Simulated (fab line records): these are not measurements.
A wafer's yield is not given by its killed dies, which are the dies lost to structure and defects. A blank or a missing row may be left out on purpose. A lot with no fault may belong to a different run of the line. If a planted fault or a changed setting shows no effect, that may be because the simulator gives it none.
Split-lot experiment    flow n5 finfet    21 wafers read from 7 lots, route of 1938 steps

## ABOUT THE SPLIT
At N5_FIN_CUT_ETCH_21 (etches SOC in N2/H2, target depth 219 nm, overetch 43.8 nm, time 523.5 s), the setting bias w was moved away from the recipe's 61 W on 7 of the 21 wafers read, by -16.5% to +15.3%. This setting was run at the recipe's value on the other wafers.

The split's own step is where the reading is taken.

## THE READING
rf vpp V, in V, at N5_FIN_CUT_ETCH_21 (etches SOC in N2/H2, target depth 219 nm, overetch 43.8 nm, time 523.5 s). On this fab line, fault-free wafers typically give 240.7 V with a standard deviation of 1.5 V.

wafer   tool, chamber at the split  bias w as run, W  against the recipe  rf vpp V, V  against lot-mates on the recipe
L076.1  rie diel-05, 2              61                recipe              241.0        -
L076.2  rie diel-05, 1              55.81             -8.5%               225.6        -16.2
L076.4  rie diel-05, 0              61                recipe              242.5        -
L079.2  rie diel-03, 2              61                recipe              239.6        -
L079.5  rie diel-03, 3              61                recipe              242.7        -
L079.6  rie diel-03, 2              53.32             -12.6%              219.1        -22.0
L080.1  rie diel-04, 0              61                recipe              240.9        -
L080.4  rie diel-04, 2              50.94             -16.5%              213.3        -27.6
L080.6  rie diel-04, 3              50.94             -16.5%              216.5        -24.4
L092.4  rie diel-05, 2              61                recipe              240.2        -
L092.5  rie diel-05, 3              61                recipe              241.0        -
L092.6  rie diel-05, 2              57.04             -6.5%               230.9        -9.7
L093.2  rie diel-03, 0              70.35             +15.3%              264.3        +25.2
L093.3  rie diel-03, 3              70.35             +15.3%              265.5        +26.4
L093.4  rie diel-03, 2              61                recipe              239.1        -
L094.4  rie diel-04, 2              61                recipe              238.7        -
L094.5  rie diel-04, 3              61                recipe              242.7        -
L094.6  rie diel-04, 0              61                recipe              239.5        -
L096.1  rie diel-05, 2              61                recipe              241.1        -
L096.2  rie diel-05, 0              61                recipe              240.2        -
L096.4  rie diel-05, 1              61                recipe              239.2        -

THE FIT
A straight line over all 21 wafers: rf vpp V changes by +1.59 V for each +1% of bias w; r = +0.99; the points scatter about the line by 1.3 V.
The same after taking each lot's own level away (the mean of its wafers on the recipe; 21 wafers): +1.65 V for each +1%; r = +1.00; scatter 1.3 V.
That fit puts the effect of the largest move of bias w on the reading at 27 V.
Across the lots, their own levels run from 239.10 to 241.75 V, a range of 1.8 times the standard deviation given above.
The two slopes agree, so the slope changes little with the lot-to-lot level.
Check: with one of the wafers moved furthest among these (-16.5%) left out of the fit, the line predicts -27.1 V for it against its lot-mates. Against them it came out at -27.6 V.
Tool readings at the split's step, against how far the setting was moved: rf vpp V r = +0.99.

## OTHER SPLITS ON THESE WAFERS
These wafers also went through other splits before the reading. Each is held against what the fit with the lots' levels taken away leaves over:
other split on the same wafers           wafers away from the commonest value  r with rf vpp V (lot level and that fit taken away)
N5_ZERO_LAYER_PECVD_02 time s            6                                     +0.28
N5_ZERO_LAYER_COAT_05 spin rpm           3                                     -0.37
N5_ZERO_LAYER_EXPOSE_08 dose mj          4                                     -0.35
N5_ZERO_LAYER_DEVELOP_10 develop time s  4                                     +0.41
N5_FIN_SAQP_HM_DEP_72 time s             10                                    +0.07
N5_FIN_SAQP_DESCUM_21 time s             8                                     -0.37

## THE WHOLE CHAIN: every reading that the file lists as answering this split, in the file's order
step                what it does                                                              reading                                                                           change (the file's fit)                 r (the file's)
N5_FIN_CUT_ETCH_21  etches SOC in N2/H2, target depth 219 nm, overetch 43.8 nm, time 523.5 s  rf vpp V                                                                          +1.67 V for each +1% of the setting     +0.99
N5_FIN_CUT_ETCH_21  etches SOC in N2/H2, target depth 219 nm, overetch 43.8 nm, time 523.5 s  SiARC_of_FIN_CUT_COAT_19.thk nm (the simulator's own value, which no gauge read)  -0.0602 nm for each +1% of the setting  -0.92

## FILE'S OWN FIT
rf vpp V changes by +1.67 V for each +1% of bias w, r = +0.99.
